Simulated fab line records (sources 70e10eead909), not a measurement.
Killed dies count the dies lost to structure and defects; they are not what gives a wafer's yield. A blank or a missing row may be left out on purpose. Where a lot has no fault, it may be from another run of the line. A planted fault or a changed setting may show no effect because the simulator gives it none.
A struck lot beside a sound one + flow nand-harc + 14 out of 1159 route steps
Sound: the wafers L895.2, L895.4, L895.6. Struck: wafer L913.1 (L913.3, L913.6, from the same lot, were not struck and are left out); the cause is given at the end.
Order at every step that has rows: each side's tool, ch and its chambers, its first start. Under that, the readings that differ: sound wafers + struck wafers + difference of the means + sigmas: that difference in standard deviations of wafers without a fault.
alike: readings with means less than 2 such deviations apart, plus words and numbers identical on both sides. not compared: withheld readings, readings lacking a value on some wafer, bounds such as >300 that could conceal the same value, and numbers that have no deviation in the record and whose values overlap.
Wherever a step has rows on one side only, a row that says differs or no value, or a row with sigmas, the two part there. Numbers that don't overlap but have no deviation are shown without sigmas and don't part them. Lack of a reading on every wafer of one side parts them only where that side has two or more wafers.

first, 1 step without rows for these wafers: NHARC_A_ONON_D1_DEP_00 (target thk 1000 nm).
NHARC_A_ONON_D1_THK_MEAS_02: measures by ellipsometry.
  sound: film-metro-01 at day 7 09:08; struck: film-metro-02 at day 11 21:43
  alike: thk-nm
following that, 1 step holds no rows for these wafers, namely NHARC_A_ONON_D1_DEP_03 (target thickness 1000 nm).
NHARC_A_ONON_D1_THK_MEAS_05: measures by ellipsometry.
  sound: film-metro-02 at day 7 09:42; struck: film-metro-02 at day 11 22:17
  alike: thk-nm
following that, 1 step holds no rows for these wafers, namely NHARC_A_ONON_D1_DEP_06 (target thickness 1000 nm).
NHARC_A_ONON_D1_THK_MEAS_08: measures by ellipsometry.
  sound: film-metro-01 at day 7 10:25; struck: film-metro-01 at day 11 22:50
| reading     | sound          | struck | difference | sigmas |
|-------------|----------------|--------|------------|--------|
| thk-nm (nm) | 1010 1011 1012 | 990    | -21        | -2     |
following that, 1 step holds no rows for these wafers, namely NHARC_A_ONON_D1_DEP_09 (target thickness 1000 nm).
NHARC_A_ONON_D1_THK_MEAS_11: measures by ellipsometry.
  sound: film-metro-01 at day 7 11:06; struck: film-metro-01 at day 11 23:25
  alike: thk-nm
following that, 1 step holds no rows for these wafers, namely NHARC_A_ONON_D1_DEP_12 (target thickness 1000 nm).
NHARC_A_ONON_D1_THK_MEAS_14: measures by ellipsometry.
  sound: film-metro-02 at day 7 11:48; struck: film-metro-01 at day 11 23:59
  alike: thk-nm
then, 1 step without rows for these wafers: NHARC_A_ONON_D1_ANNEAL_15 (time 3600 s).
NHARC_A_ONON_D1_DEP_16: target thk 1000 nm.
  sound on pecvd-onon-04 ch 0, day 7 18:21; struck on pecvd-onon-04 ch 0, day 12 06:33
NHARC_A_ONON_D1_THK_MEAS_18: measures by ellipsometry.
  sound: film-metro-02 at day 7 18:49; struck: film-metro-01 at day 12 07:04
| reading     | sound       | struck | difference | sigmas |
|-------------|-------------|--------|------------|--------|
| thk-nm (nm) | 989 987 989 | 525    | -463       | -36    |
following that, 1 step holds no rows for these wafers, namely NHARC_A_ONON_D1_DEP_19 (target thickness 1000 nm).

## WHERE THEY PART
At NHARC_A_ONON_D1_THK_MEAS_08 first; at NHARC_A_ONON_D1_THK_MEAS_18 last (within this record only).

WHY: what the simulator had put in
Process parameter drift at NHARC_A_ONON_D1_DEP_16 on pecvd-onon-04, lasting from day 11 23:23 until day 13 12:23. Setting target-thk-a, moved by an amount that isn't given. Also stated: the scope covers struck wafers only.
